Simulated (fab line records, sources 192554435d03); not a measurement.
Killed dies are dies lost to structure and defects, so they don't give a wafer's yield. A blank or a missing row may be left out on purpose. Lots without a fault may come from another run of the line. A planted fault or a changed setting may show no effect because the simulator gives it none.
Chamber matching | flow n5_finfet | N5_BEOL_M7_DESCUM_33 on rie_diel-05: 4 sister chambers
The step chemistry O2, time 7 s. 7 wafers are shown with their chamber, then 7 later ones without.

WAFERS WITH THEIR CHAMBER
wafer  | chamber | drypump_motor_current_A (A) | showerhead_plenum_p_Torr (Torr)
L084.2 | 2       | 5.88                        | 2.07
L084.5 | 1       | 5.11                        | 2.13
L084.6 | 0       | 5.32                        | 2.06
L087.3 | 0       | 5.35                        | 2.05
L087.5 | 3       | 6.30                        | 2.21
L090.1 | 3       | 6.31                        | 2.21
L090.2 | 2       | 5.87                        | 2.07

WAFERS WITHOUT THEIR CHAMBER
wafer  | drypump_motor_current_A (A) | showerhead_plenum_p_Torr (Torr)
L090.6 | 6.32                        | 2.21
L096.1 | 6.35                        | 2.21
L096.2 | 5.12                        | 2.12
L096.3 | 5.88                        | 2.07
L096.4 | 5.33                        | 2.05
L096.5 | 5.88                        | 2.07
L096.6 | 6.31                        | 2.21

WHICH CHAMBER EACH WENT THROUGH
wafer  | from the rows above | in truth
L090.6 | 3                   | 3
L096.1 | 3                   | 3
L096.2 | 1                   | 1
L096.3 | 2                   | 2
L096.4 | 0                   | 0
L096.5 | 2                   | 2
L096.6 | 3                   | 3
Placed correctly: 7 of 7. Can't be placed from these rows: 0. Placed wrongly: 0.
How it was worked out, from the rows above alone: a wafer's distance from a chamber is the root of the sum, over the readings, of the square of ((its reading less the chamber's mean) divided by the reading's scatter). The wafer belongs to the nearest chamber; if the next one is less than 2 further off, it can't be placed. A chamber's mean is the mean of its shown wafers. The scatter: the root of (the sum of the squares of (reading less its chamber's mean) over the shown wafers, divided by (wafers less chambers)).
